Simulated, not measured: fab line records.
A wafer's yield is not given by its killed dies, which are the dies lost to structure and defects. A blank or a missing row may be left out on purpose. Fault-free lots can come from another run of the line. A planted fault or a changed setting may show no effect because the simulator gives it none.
2 desks, one fault	flow nand harc	each desk has only its own numbers; what lay behind them comes last

== THE TOOL OWNER'S DESK: rtp anneal-02 ==
Per lot that ran on this tool, the mean of the sampled wafers carrying a number, from the tool's own readings at NHARC_A_ZERO_WELL_RTA_16 (time 10 s). The brackets show how far a lot's mean lies from the usual mean; more than 4 standard deviations puts the lot out of limits, marked OUT.
Columns: A = anneal temp c max at NHARC_A_ZERO_WELL_RTA_16, usual 1006.3; B = lamp power pct at NHARC_A_ZERO_WELL_RTA_16, usual 30.3 %; C = lamp_zone_1_pct at NHARC_A_ZERO_WELL_RTA_16, usual 30.3 %; D = wafer_temp_C_max at NHARC_A_ZERO_WELL_RTA_16, usual 1005.4
lot	first seen here	A	B	C	D
L308	day 7 01:07	1004.1	30.9	30.9	1006.4
L320	day 12 02:27	1003.2	30.9	30.9	1006.1
L322	day 12 19:02	1004.3	31.0	30.9	1006.1
L325	day 13 17:29	1003.2	30.9	30.9	1006.1
L328	day 15 02:50	1003.7	30.9	30.9	1006.2
L330	day 16 06:11	1003.8	30.9	30.9	1007.4
This desk's finding: nothing out of limits on any of the 6 lots.

== THE DEFECT DESK ==
Lot by lot, what the route's inspections counted, given as the mean of those sampled wafers with a number. The brackets show how far a lot's mean lies from the usual mean; more than 4 standard deviations puts the lot out of limits, marked OUT.
Columns: A = raw defect count at NHARC_A_START_INSPECT_01, usual 3.4; B = raw defect count at NHARC_A_ZERO_WELL_INSPECT_17, usual 10
lot	first seen here	A	B
L308	day 6 22:58	3.3	9
L310	day 7 12:37	4.3	11
L311	day 8 03:46	3.0	12
L314	day 9 09:15	1.7	11
L321	day 11 23:14	3.3	10
L320	day 12 00:28	3.0	8
L323	day 12 15:46	4.3	11
L322	day 12 17:02	5.3	7
L325	day 13 15:19	4.0	5
L327	day 14 12:51	3.7	11
L328	day 15 00:41	3.0	11
L329	day 15 17:23	2.0	8
L331	day 16 03:39	3.3	12
L330	day 16 04:04	2.7	10
This desk's finding: nothing out of limits on any of the 14 lots.

== PUT TOGETHER ==
The desk of the tool owner found nothing out of limits.
The defect desk saw nothing out of limits.

== WHAT THE SIMULATOR PUT IN ==
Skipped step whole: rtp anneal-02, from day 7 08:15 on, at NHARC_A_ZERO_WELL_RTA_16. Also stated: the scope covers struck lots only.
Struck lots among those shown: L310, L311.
